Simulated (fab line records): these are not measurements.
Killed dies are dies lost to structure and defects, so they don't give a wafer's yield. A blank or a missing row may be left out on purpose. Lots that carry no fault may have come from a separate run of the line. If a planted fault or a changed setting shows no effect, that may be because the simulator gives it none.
Which tool is to blame? || flow nandHarc || 6 lots with 16 wafers sampled at 5 steps, on a route of 1159 steps

== WHAT EACH GAUGE READ, for each wafer ==
NHARC_P_CONTACT_CD_MEAS_12: target cd 90 nm.
{"lot": "L630", "measured": "day 6 00:59", "on": "cdSem-02", "cdNm (nm)": "89.0 89.6 89.2"}
{"lot": "L632", "measured": "day 7 02:50", "on": "cdSem-01", "cdNm (nm)": "90.2 91.3 91.0"}
{"lot": "L636", "measured": "day 7 18:35", "on": "cdSem-01", "cdNm (nm)": "89.7 89.3 90.6"}
{"lot": "L642", "measured": "day 9 06:05", "on": "cdSem-02", "cdNm (nm)": "90.2 90.2 90.8"}
{"lot": "L644", "measured": "day 10 02:14", "on": "cdSem-03", "cdNm (nm)": "81.0 81.1"}
{"lot": "L647", "measured": "day 10 10:53", "on": "cdSem-02", "cdNm (nm)": "88.3 88.7 89.1"}

== WHAT TOOL EACH LOT RAN ON (gives the tool, then ch and the chambers of the sampled wafers, and finally the start) ==
{"lot": "L630", "NHARC_P_GATE_STRIP_112": "plasmaAsher-01 ch 0,1, day 5 18:49", "NHARC_P_GATE_RTA_80": "rtpAnneal-01 ch 0, day 5 22:35", "NHARC_P_CONTACT_CMP_01": "cmp-01 ch 0,1, day 6 00:09", "NHARC_P_CONTACT_PEB_10": "lithoTrack-04 ch 0, day 6 00:55"}
{"lot": "L632", "NHARC_P_GATE_STRIP_112": "plasmaAsher-01 ch 0,1, day 6 20:32", "NHARC_P_GATE_RTA_80": "rtpAnneal-02 ch 0, day 7 00:26", "NHARC_P_CONTACT_CMP_01": "cmp-01 ch 0,2, day 7 02:02", "NHARC_P_CONTACT_PEB_10": "lithoTrack-06 ch 0, day 7 02:45"}
{"lot": "L636", "NHARC_P_GATE_STRIP_112": "plasmaAsher-02 ch 0,1, day 7 12:40", "NHARC_P_GATE_RTA_80": "rtpAnneal-02 ch 0, day 7 16:20", "NHARC_P_CONTACT_CMP_01": "cmp-03 ch 0,1,3, day 7 17:46", "NHARC_P_CONTACT_PEB_10": "lithoTrack-06 ch 0, day 7 18:31"}
{"lot": "L642", "NHARC_P_GATE_STRIP_112": "plasmaAsher-01 ch 0,1, day 9 00:14", "NHARC_P_GATE_RTA_80": "rtpAnneal-02 ch 0, day 9 03:50", "NHARC_P_CONTACT_CMP_01": "cmp-01 ch 0,2,3, day 9 05:16", "NHARC_P_CONTACT_PEB_10": "lithoTrack-06 ch 0, day 9 05:59"}
{"lot": "L644", "NHARC_P_GATE_STRIP_112": "plasmaAsher-01 ch 1, day 9 20:28", "NHARC_P_GATE_RTA_80": "rtpAnneal-02 ch 0, day 10 00:08", "NHARC_P_CONTACT_CMP_01": "cmp-02 ch 0, day 10 01:34", "NHARC_P_CONTACT_PEB_10": "lithoTrack-06 ch 0, day 10 02:08"}
{"lot": "L647", "NHARC_P_GATE_STRIP_112": "plasmaAsher-02 ch 0,1, day 10 04:53", "NHARC_P_GATE_RTA_80": "rtpAnneal-02 ch 0, day 10 08:34", "NHARC_P_CONTACT_CMP_01": "cmp-01 ch 0,2,3, day 10 10:01", "NHARC_P_CONTACT_PEB_10": "lithoTrack-01 ch 0, day 10 10:48"}
- NHARC_P_GATE_STRIP_112: strips in N2/H2, time 200 s.
- NHARC_P_GATE_RTA_80: time 30 s.
- NHARC_P_CONTACT_CMP_01: polishes SiO2, target thk 200 nm.
- NHARC_P_CONTACT_PEB_10: peb time 65 s.

== THE ANSWER, worked out from the rows above alone ==
Rule: the usual values come from the lots themselves. The widest of any qualifying gaps counts: lots, ordered by their means at a reading, are off when they make up no more than a third of the lots, leave a main group of 4 or more, and stand apart from it by 3 or more times the standard deviation of that group's means. If all means in a main group match to the digits the tables above print for the reading, that group is not used. Also off: a lot with no number at a reading for which 4 or more lots have one. Any other lot the step has rows for is counted as sound.
Off at NHARC_P_CONTACT_CD_MEAS_12 (cdNm): L644. For the main group the mean is 89.8 nm and the standard deviation 0.76.
If a tool, at a process step before that reading, ran all the lots that are off and no sound lot after the first of them, it fits. Those tools and the gauges at NHARC_P_CONTACT_CD_MEAS_12 are tried in the same way. Can't be told from this: 4 tools fit, plasmaAsher-01 at NHARC_P_GATE_STRIP_112, cmp-02 at NHARC_P_CONTACT_CMP_01, lithoTrack-06 at NHARC_P_CONTACT_PEB_10, cdSem-03 at NHARC_P_CONTACT_CD_MEAS_12.

== WHAT HAD BEEN PUT IN BY THE SIMULATOR ==
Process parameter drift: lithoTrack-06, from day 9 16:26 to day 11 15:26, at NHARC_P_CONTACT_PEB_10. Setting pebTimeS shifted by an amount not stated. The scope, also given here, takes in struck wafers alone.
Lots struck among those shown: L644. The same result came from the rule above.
